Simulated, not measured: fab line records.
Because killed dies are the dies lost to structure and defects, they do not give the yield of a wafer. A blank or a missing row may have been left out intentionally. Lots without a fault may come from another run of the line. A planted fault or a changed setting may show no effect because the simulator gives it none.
Chamber matching :: flow nand-harc :: NHARC_P_M2_CMP_23 on cmp-03 has 4 sister chambers
The step polishes, t overpolish 20 s, target thk 144.3 nm. 20 wafers are shown with their chamber, then 10 later ones without.

WAFERS PAIRED WITH THEIR CHAMBERS
wafer: L074.1
chamber: 2
time-to-endpoint-s (s): 25
motor-current-A (A): 11.8

wafer: L074.3
chamber: 1
time-to-endpoint-s (s): 29
motor-current-A (A): 12.0

wafer: L074.6
chamber: 0
time-to-endpoint-s (s): 32
motor-current-A (A): 12.1

wafer: L075.2
chamber: 3
time-to-endpoint-s (s): 28
motor-current-A (A): 12.5

wafer: L075.4
chamber: 0
time-to-endpoint-s (s): 33
motor-current-A (A): 11.4

wafer: L075.6
chamber: 0
time-to-endpoint-s (s): 33
motor-current-A (A): 12.0

wafer: L076.4
chamber: 1
time-to-endpoint-s (s): 23
motor-current-A (A): 11.7

wafer: L076.5
chamber: 1
time-to-endpoint-s (s): 25
motor-current-A (A): 12.0

wafer: L076.6
chamber: 0
time-to-endpoint-s (s): 31
motor-current-A (A): 11.9

wafer: L077.1
chamber: 2
time-to-endpoint-s (s): 27
motor-current-A (A): 11.2

wafer: L077.5
chamber: 1
time-to-endpoint-s (s): 27
motor-current-A (A): 12.3

wafer: L077.6
chamber: 2
time-to-endpoint-s (s): 27
motor-current-A (A): 11.2

wafer: L079.1
chamber: 3
time-to-endpoint-s (s): 27
motor-current-A (A): 12.8

wafer: L079.3
chamber: 2
time-to-endpoint-s (s): 25
motor-current-A (A): 12.3

wafer: L079.5
chamber: 1
time-to-endpoint-s (s): 25
motor-current-A (A): 11.7

wafer: L081.1
chamber: 1
time-to-endpoint-s (s): 27
motor-current-A (A): 11.7

wafer: L081.4
chamber: 0
time-to-endpoint-s (s): 31
motor-current-A (A): 11.3

wafer: L081.5
chamber: 3
time-to-endpoint-s (s): 23
motor-current-A (A): 12.9

wafer: L084.1
chamber: 3
time-to-endpoint-s (s): 27
motor-current-A (A): 12.2

wafer: L084.5
chamber: 1
time-to-endpoint-s (s): 27
motor-current-A (A): 11.9

SIGNATURES (means of the wafers above)
reading: time-to-endpoint-s
chamber 0: 32.00
chamber 1: 26.14
chamber 2: 26.00
chamber 3: 26.25
scatter within a chamber: 1.69

reading: motor-current-A
chamber 0: 11.740
chamber 1: 11.900
chamber 2: 11.625
chamber 3: 12.600
scatter within a chamber: 0.352
Rule: a wafer lies at a distance from a chamber equal to the root of the sum of squares, over the readings, of (its reading less the chamber's mean, divided by the reading's scatter). If the next closest chamber is less than 2 further off than the closest, the wafer can't be placed; otherwise it belongs to the closest. The scatter: the root of (the sum of the squares of (reading less its chamber's mean) over the shown wafers, divided by (wafers less chambers)).

WAFERS MISSING THEIR CHAMBER
wafer: L084.6
time-to-endpoint-s (s): 27
motor-current-A (A): 12.0

wafer: L085.2
time-to-endpoint-s (s): 32
motor-current-A (A): 11.6

wafer: L085.3
time-to-endpoint-s (s): 33
motor-current-A (A): 11.6

wafer: L085.6
time-to-endpoint-s (s): 29
motor-current-A (A): 12.1

wafer: L087.1
time-to-endpoint-s (s): 29
motor-current-A (A): 12.8

wafer: L087.5
time-to-endpoint-s (s): 27
motor-current-A (A): 12.9

wafer: L087.6
time-to-endpoint-s (s): 27
motor-current-A (A): 11.7

wafer: L090.2
time-to-endpoint-s (s): 25
motor-current-A (A): 11.9

wafer: L090.3
time-to-endpoint-s (s): 23
motor-current-A (A): 11.9

wafer: L090.6
time-to-endpoint-s (s): 27
motor-current-A (A): 11.2

CHAMBER TAKEN BY EACH
wafer: L084.6
from the rows above: can't be placed: 1 or 2 or 3
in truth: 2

wafer: L085.2
from the rows above: 0
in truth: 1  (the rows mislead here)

wafer: L085.3
from the rows above: 0
in truth: 0

wafer: L085.6
from the rows above: can't be placed: 1 or 0 or 3 or 2
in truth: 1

wafer: L087.1
from the rows above: can't be placed: 3 or 1 or 0
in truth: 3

wafer: L087.5
from the rows above: can't be placed: 3 or 1
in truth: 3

wafer: L087.6
from the rows above: can't be placed: 2 or 1 or 3
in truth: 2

wafer: L090.2
from the rows above: can't be placed: 1 or 2 or 3
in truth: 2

wafer: L090.3
from the rows above: can't be placed: 1 or 2 or 3
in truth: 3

wafer: L090.6
from the rows above: can't be placed: 2 or 1 or 0
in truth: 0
1 of 10 placed correctly. These rows do not allow placing 8 (true chamber among the candidates in 8). Number placed wrongly: 1.
